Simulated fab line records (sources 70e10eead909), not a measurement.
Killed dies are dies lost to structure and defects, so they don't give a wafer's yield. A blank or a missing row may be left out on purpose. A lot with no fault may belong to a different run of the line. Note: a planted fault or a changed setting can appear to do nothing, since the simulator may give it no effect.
Matching of chambers + flow nand-harc + NHARC_P_CONTACT_CMP_24 on cmp-02: 3 sister chambers
The step polishes, t overpolish 30 s, target thk 200 nm. 6 wafers are shown with their chamber, then 6 later ones without.

WAFERS PAIRED WITH THEIR CHAMBERS
| wafer  | chamber | motor-current-A (A) | time-to-endpoint-s (s) |
|--------|---------|---------------------|------------------------|
| L077.4 | 3       | 11.5                | 40                     |
| L082.3 | 1       | 13.2                | 41                     |
| L084.1 | 3       | 11.6                | 37                     |
| L088.1 | 1       | 13.9                | 43                     |
| L088.4 | 0       | 10.8                | 39                     |
| L089.3 | 0       | 11.0                | 37                     |

WAFERS WITHOUT THEIR CHAMBER
| wafer  | motor-current-A (A) | time-to-endpoint-s (s) |
|--------|---------------------|------------------------|
| L089.4 | 11.7                | 39                     |
| L090.2 | 13.5                | 42                     |
| L090.4 | 11.5                | 39                     |
| L094.1 | 11.1                | 40                     |
| L094.3 | 12.9                | 46                     |
| L095.2 | 12.2                | 39                     |

CHAMBER TAKEN BY EACH
| wafer  | from the rows above     | in truth |
|--------|-------------------------|----------|
| L089.4 | 3                       | 3        |
| L090.2 | 1                       | 1        |
| L090.4 | can't be placed: 3 or 0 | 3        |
| L094.1 | can't be placed: 0 or 3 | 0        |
| L094.3 | 1                       | 1        |
| L095.2 | 3                       | 3        |
Correctly placed: 4 of 6. From these rows, 2 cannot be placed; in 2 the true chamber is one of the candidates. Number placed wrongly: 0.
How it was worked out, from the rows above alone: a wafer's distance from a chamber is the root of the sum, over the readings, of the square of ((its reading less the chamber's mean) divided by the reading's scatter). If the next closest chamber is less than 2 further off than the closest, the wafer can't be placed; otherwise it belongs to the closest. For every chamber, the mean is computed from those of its wafers that are shown. The scatter is the square root of a quotient: the sum, over the shown wafers, of each reading's squared deviation from its chamber's mean, divided by wafers minus chambers.
